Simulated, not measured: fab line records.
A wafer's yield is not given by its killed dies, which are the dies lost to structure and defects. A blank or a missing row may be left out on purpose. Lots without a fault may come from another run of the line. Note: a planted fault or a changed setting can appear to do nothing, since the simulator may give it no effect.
Chamber matching + flow n5 finfet + N5_MOL_CONTACT_COAG_ETCH_47 on rie diel-05: 4 sister chambers
The step etches SiNx in CH3F/O2, stops on W, target depth 27 nm. 4 wafers are shown with their chamber, then 9 later ones without.

## WAFERS PAIRED WITH THEIR CHAMBERS
| wafer  | chamber | drypump motor current A (A) |
|--------|---------|-----------------------------|
| L091.5 | 2       | 6.7                         |
| L092.1 | 1       | 5.8                         |
| L092.2 | 3       | 5.0                         |
| L092.4 | 0       | 5.1                         |

## WAFERS MISSING THEIR CHAMBER
| wafer  | drypump motor current A (A) |
|--------|-----------------------------|
| L094.3 | 5.1                         |
| L094.4 | 6.7                         |
| L094.6 | 5.1                         |
| L096.4 | 5.1                         |
| L096.5 | 4.9                         |
| L096.6 | 6.7                         |
| L097.2 | 5.8                         |
| L097.4 | 5.1                         |
| L097.6 | 5.1                         |

## THE CHAMBER EACH PASSED THROUGH
| wafer  | from the rows above | in truth |
|--------|---------------------|----------|
| L094.3 | 0                   | 0        |
| L094.4 | 2                   | 2        |
| L094.6 | 0                   | 0        |
| L096.4 | 0                   | 0        |
| L096.5 | 3                   | 3        |
| L096.6 | 2                   | 2        |
| L097.2 | 1                   | 1        |
| L097.4 | 0                   | 0        |
| L097.6 | 0                   | 0        |
Placed correctly: 9 of 9. Left unplaced by these rows: 0. Placed wrongly: 0.
How it was worked out, from the rows above alone: a wafer's distance from a chamber is the root of the sum, over the readings, of the square of ((its reading less the chamber's mean) divided by the reading's scatter). If the next closest chamber is less than 2 further off than the closest, the wafer can't be placed; otherwise it belongs to the closest. The mean given for a chamber averages the wafers shown for that chamber. The scatter: with one shown wafer a chamber, the root of the mean of the squares of how far each hidden wafer lies from its nearest shown one.
